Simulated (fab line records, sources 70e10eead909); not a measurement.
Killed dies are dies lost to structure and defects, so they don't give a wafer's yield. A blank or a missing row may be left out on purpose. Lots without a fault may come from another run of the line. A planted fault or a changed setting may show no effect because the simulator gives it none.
Which tool did it? | flow nand_harc | 24 lots, 72 wafers sampled, at 2 steps of a route of 1159

WHAT THE GAUGES READ, wafer by wafer
NHARC_A_M1_INSPECT_11. Usual: raw_defect_count 29, standard deviation 15.
lot  | measured     | on                | raw_defect_count | flag
L074 | day 18 03:03 | defect_inspect-01 | 17 31 24         |
L075 | day 18 03:50 | defect_inspect-01 | 20 14 17         |
L077 | day 18 13:13 | defect_inspect-01 | 23 27 24         |
L076 | day 18 13:29 | defect_inspect-02 | 11 7 15          |
L078 | day 18 20:11 | defect_inspect-01 | 19 9 13          |
L080 | day 19 10:43 | defect_inspect-01 | 45 45 37         |
L081 | day 19 14:10 | defect_inspect-01 | 20 15 20         |
L082 | day 19 21:38 | defect_inspect-02 | 16 16 21         |
L083 | day 19 22:03 | defect_inspect-01 | 18 17 21         |
L084 | day 20 06:07 | defect_inspect-02 | 30 40 45         |
L079 | day 20 06:16 | defect_inspect-02 | 35 41 34         |
L086 | day 20 08:13 | defect_inspect-02 | 11 9 12          |
L088 | day 20 08:53 | defect_inspect-01 | 49 36 45         |
L085 | day 20 14:37 | defect_inspect-01 | 36 61 50         |
L087 | day 20 20:26 | defect_inspect-01 | 17 13 14         |
L089 | day 21 04:59 | defect_inspect-02 | 29 35 40         |
L090 | day 21 18:46 | defect_inspect-01 | 29 50 44         |
L091 | day 21 23:17 | defect_inspect-02 | 39 26 30         |
L092 | day 22 00:51 | defect_inspect-01 | 14 15 17         |
L093 | day 22 01:26 | defect_inspect-02 | 50 52 40         |
L095 | day 22 06:26 | defect_inspect-01 | 53 42 52         |
L094 | day 22 07:01 | defect_inspect-02 | 12 25 21         |
L096 | day 22 22:31 | defect_inspect-01 | 18 22 18         |
L097 | day 24 06:07 | defect_inspect-01 | 37 53 48         |

WHICH TOOL RAN EACH LOT (tool, then ch and the chambers of the sampled wafers, then the start)
lot  | NHARC_A_BLC_ETCH_18
L074 | rie_diel-09 ch 0,1,2, day 18 03:03 or earlier
L075 | rie_diel-04 ch 1,3, day 18 03:50 or earlier
L077 | rie_diel-09 ch 2,3, day 18 13:13 or earlier
L076 | rie_diel-03 ch 1,2, day 18 13:29 or earlier
L078 | rie_diel-03 ch 2,3, day 18 20:11 or earlier
L080 | rie_diel-03 ch 0,1,3, day 19 10:43 or earlier
L081 | rie_diel-03 ch 1,3, day 19 14:10 or earlier
L082 | rie_diel-09 ch 0,1,2, day 19 21:38 or earlier
L083 | rie_diel-03 ch 0,1,2, day 19 22:03 or earlier
L084 | rie_diel-09 ch 2,3, day 20 06:07 or earlier
L079 | rie_diel-03 ch 1,2, day 20 06:16 or earlier
L086 | rie_diel-09 ch 1,2,3, day 20 08:13 or earlier
L088 | rie_diel-03 ch 0,1,2, day 20 08:53 or earlier
L085 | rie_diel-09 ch 0,1,3, day 20 14:37 or earlier
L087 | rie_diel-09 ch 0,2,3, day 20 20:26 or earlier
L089 | rie_diel-03 ch 0,1,2, day 21 04:59 or earlier
L090 | rie_diel-09 ch 0,1,2, day 21 18:46 or earlier
L091 | rie_diel-03 ch 1,2, day 21 23:17 or earlier
L092 | rie_diel-04 ch 1,3, day 22 00:51 or earlier
L093 | rie_diel-09 ch 1,2,3, day 22 01:26 or earlier
L095 | rie_diel-03 ch 0,1,2, day 22 06:26 or earlier
L094 | rie_diel-09 ch 1,2,3, day 22 07:01 or earlier
L096 | rie_diel-03 ch 0,1,2, day 22 22:31 or earlier
L097 | rie_diel-03 ch 0,1,2, day 24 06:07 or earlier
- NHARC_A_BLC_ETCH_18: etches the open film in C4F8/O2/Ar, target depth 910 nm.

WHAT THE TOOLS THEMSELVES READ (means of the sampled wafers that have a number; where no wafer has one, the mark that the record gives instead)
NHARC_A_BLC_ETCH_18. Usual: bias_w 1500 W, standard deviation 4.6; oes_product_au 0.959 a.u., standard deviation 0.02; rf_vpp_V 979 V, standard deviation 6.4.
lot  | tool        | bias_w (W) | oes_product_au (a.u.) | rf_vpp_V (V) | flag
L074 | rie_diel-09 | 1503       | 0.980                 | 975          |
L075 | rie_diel-04 | 1503       | 0.922                 | 983          |
L077 | rie_diel-09 | 1503       | 0.983                 | 972          |
L076 | rie_diel-03 | 1502       | 0.977                 | 984          |
L078 | rie_diel-03 | 1500       | 0.985                 | 982          |
L080 | rie_diel-03 | 1498       | 0.967                 | 983          |
L081 | rie_diel-03 | 1504       | 0.965                 | 986          |
L082 | rie_diel-09 | 1505       | 0.968                 | 975          |
L083 | rie_diel-03 | 1498       | 0.979                 | 980          |
L084 | rie_diel-09 | 1498       | 0.961                 | 972          |
L079 | rie_diel-03 | 1500       | 0.932                 | 982          |
L086 | rie_diel-09 | 1499       | 0.965                 | 976          |
L088 | rie_diel-03 | 1498       | 0.976                 | 980          |
L085 | rie_diel-09 | 1498       | 0.959                 | 975          |
L087 | rie_diel-09 | 1500       | 0.963                 | 972          |
L089 | rie_diel-03 | 1504       | 0.958                 | 980          |
L090 | rie_diel-09 | 1496       | 0.966                 | 974          |
L091 | rie_diel-03 | 1497       | 0.928                 | 984          |
L092 | rie_diel-04 | 1501       | 0.932                 | 982          |
L093 | rie_diel-09 | 1502       | 0.949                 | 976          |
L095 | rie_diel-03 | 1498       | 0.935                 | 980          |
L094 | rie_diel-09 | 1497       | 0.953                 | 975          |
L096 | rie_diel-03 | 1506       | 0.975                 | 981          |
L097 | rie_diel-03 | 1498       | 0.925                 | 979          |

THE ANSWER, worked out from the rows above alone
Rule: a lot is off if the mean of its wafers that have a number lies more than 3 standard deviations from the usual mean. A lot without any number at a reading at which 4 lots or more have one is off too. The other lots that the step has rows for count as sound. The gauges are gone through in route order, then the tools' own readings, and for those a lot's mean is taken as printed above. The first step at which some lot is off is used, and at that step the reading that is off furthest; a lot without a number counts as furthest.
No lot is off at any reading shown: from this, nothing can be told.

WHAT THE SIMULATOR HAD PUT IN
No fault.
